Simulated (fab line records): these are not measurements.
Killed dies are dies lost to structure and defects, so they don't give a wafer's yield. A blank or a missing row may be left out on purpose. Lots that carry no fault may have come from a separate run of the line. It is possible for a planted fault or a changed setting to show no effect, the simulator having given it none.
Split-lot experiment || flow n5 finfet || 21 wafers read across 7 lots, on a route 1938 steps long

ABOUT THE SPLIT
At N5_WELL_APT_COAT_02 (resist thk 950 nm), the setting spin rpm was moved away from the recipe's 1357 rpm on 7 of the 21 wafers read, by -11.1% to +10.9%. For the rest of the wafers, this setting stayed at what the recipe calls for.

The reading comes from the split's own step.

THE READING
coat_of_WELL_APT_COAT_02.thk nm (the simulator's own value, which no gauge read), in nm, at N5_WELL_APT_COAT_02 (resist thk 950 nm). No usual value for it is given in the file. The 14 wafers here that ran the recipe average 949.4 nm, standard deviation 3.1 nm.

{"wafer": "L075.2", "tool, chamber at the split": "litho track-04, 0", "spin rpm as run, rpm": 1411, "against the recipe": "+4.0%", "coat_of_WELL_APT_COAT_02.thk nm, nm": 932.3, "against lot-mates on the recipe": -17.4}
{"wafer": "L075.4", "tool, chamber at the split": "litho track-04, 0", "spin rpm as run, rpm": 1357, "against the recipe": "recipe", "coat_of_WELL_APT_COAT_02.thk nm, nm": 949.7, "against lot-mates on the recipe": "-"}
{"wafer": "L075.5", "tool, chamber at the split": "litho track-04, 0", "spin rpm as run, rpm": 1411, "against the recipe": "+4.0%", "coat_of_WELL_APT_COAT_02.thk nm, nm": 930.5, "against lot-mates on the recipe": -19.2}
{"wafer": "L077.1", "tool, chamber at the split": "litho track-01, 0", "spin rpm as run, rpm": 1207, "against the recipe": "-11.1%", "coat_of_WELL_APT_COAT_02.thk nm, nm": 1007, "against lot-mates on the recipe": "+59.2"}
{"wafer": "L077.3", "tool, chamber at the split": "litho track-01, 0", "spin rpm as run, rpm": 1357, "against the recipe": "recipe", "coat_of_WELL_APT_COAT_02.thk nm, nm": 949.3, "against lot-mates on the recipe": "-"}
{"wafer": "L077.5", "tool, chamber at the split": "litho track-01, 0", "spin rpm as run, rpm": 1357, "against the recipe": "recipe", "coat_of_WELL_APT_COAT_02.thk nm, nm": 946.3, "against lot-mates on the recipe": "-"}
{"wafer": "L080.2", "tool, chamber at the split": "litho track-04, 0", "spin rpm as run, rpm": 1307, "against the recipe": "-3.7%", "coat_of_WELL_APT_COAT_02.thk nm, nm": 964, "against lot-mates on the recipe": "+19.7"}
{"wafer": "L080.5", "tool, chamber at the split": "litho track-04, 0", "spin rpm as run, rpm": 1357, "against the recipe": "recipe", "coat_of_WELL_APT_COAT_02.thk nm, nm": 944, "against lot-mates on the recipe": "-"}
{"wafer": "L080.6", "tool, chamber at the split": "litho track-04, 0", "spin rpm as run, rpm": 1357, "against the recipe": "recipe", "coat_of_WELL_APT_COAT_02.thk nm, nm": 944.6, "against lot-mates on the recipe": "-"}
{"wafer": "L085.2", "tool, chamber at the split": "litho track-04, 0", "spin rpm as run, rpm": 1357, "against the recipe": "recipe", "coat_of_WELL_APT_COAT_02.thk nm, nm": 948.4, "against lot-mates on the recipe": "-"}
{"wafer": "L085.3", "tool, chamber at the split": "litho track-04, 0", "spin rpm as run, rpm": 1357, "against the recipe": "recipe", "coat_of_WELL_APT_COAT_02.thk nm, nm": 952.1, "against lot-mates on the recipe": "-"}
{"wafer": "L085.4", "tool, chamber at the split": "litho track-04, 0", "spin rpm as run, rpm": 1357, "against the recipe": "recipe", "coat_of_WELL_APT_COAT_02.thk nm, nm": 948.7, "against lot-mates on the recipe": "-"}
{"wafer": "L095.3", "tool, chamber at the split": "litho track-02, 0", "spin rpm as run, rpm": 1357, "against the recipe": "recipe", "coat_of_WELL_APT_COAT_02.thk nm, nm": 952.3, "against lot-mates on the recipe": "-"}
{"wafer": "L095.4", "tool, chamber at the split": "litho track-02, 0", "spin rpm as run, rpm": 1505, "against the recipe": "+10.9%", "coat_of_WELL_APT_COAT_02.thk nm, nm": 904.8, "against lot-mates on the recipe": -47.9}
{"wafer": "L095.6", "tool, chamber at the split": "litho track-02, 0", "spin rpm as run, rpm": 1357, "against the recipe": "recipe", "coat_of_WELL_APT_COAT_02.thk nm, nm": 953, "against lot-mates on the recipe": "-"}
{"wafer": "L096.1", "tool, chamber at the split": "litho track-01, 0", "spin rpm as run, rpm": 1357, "against the recipe": "recipe", "coat_of_WELL_APT_COAT_02.thk nm, nm": 951.4, "against lot-mates on the recipe": "-"}
{"wafer": "L096.3", "tool, chamber at the split": "litho track-01, 0", "spin rpm as run, rpm": 1357, "against the recipe": "recipe", "coat_of_WELL_APT_COAT_02.thk nm, nm": 946.9, "against lot-mates on the recipe": "-"}
{"wafer": "L096.4", "tool, chamber at the split": "litho track-01, 0", "spin rpm as run, rpm": 1357, "against the recipe": "recipe", "coat_of_WELL_APT_COAT_02.thk nm, nm": 949.9, "against lot-mates on the recipe": "-"}
{"wafer": "L097.3", "tool, chamber at the split": "litho track-02, 0", "spin rpm as run, rpm": 1357, "against the recipe": "recipe", "coat_of_WELL_APT_COAT_02.thk nm, nm": 955.4, "against lot-mates on the recipe": "-"}
{"wafer": "L097.4", "tool, chamber at the split": "litho track-02, 0", "spin rpm as run, rpm": 1296, "against the recipe": "-4.5%", "coat_of_WELL_APT_COAT_02.thk nm, nm": 979.8, "against lot-mates on the recipe": "+24.4"}
{"wafer": "L097.5", "tool, chamber at the split": "litho track-02, 0", "spin rpm as run, rpm": 1296, "against the recipe": "-4.5%", "coat_of_WELL_APT_COAT_02.thk nm, nm": 978.7, "against lot-mates on the recipe": "+23.3"}

FIT RESULTS
A straight line over all 21 wafers: coat_of_WELL_APT_COAT_02.thk nm changes by -4.84 nm for each +1% of spin rpm; r = -0.98; the points scatter about the line by 4.2 nm.
The same after taking each lot's own level away (the mean of its wafers on the recipe; 21 wafers): -4.91 nm for each +1%; r = -1.00; scatter 2 nm.
Per that fit: largest spin rpm move, reading shift of 54 nm.
Across the lots, their own levels run from 944.30 to 955.40 nm, a range of 3.5 times the standard deviation given above.
Hence the lot-to-lot level has little effect on the slope; both slopes agree.
Check: with one of the wafers moved furthest among these (-11.1%) left out of the fit, the line predicts +52.4 nm for it against its lot-mates. Against them it came out at +59.2 nm.

FILE'S OWN FIT
coat_of_WELL_APT_COAT_02.thk nm changes by -4.91 nm for each +1% of spin rpm, r = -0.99.
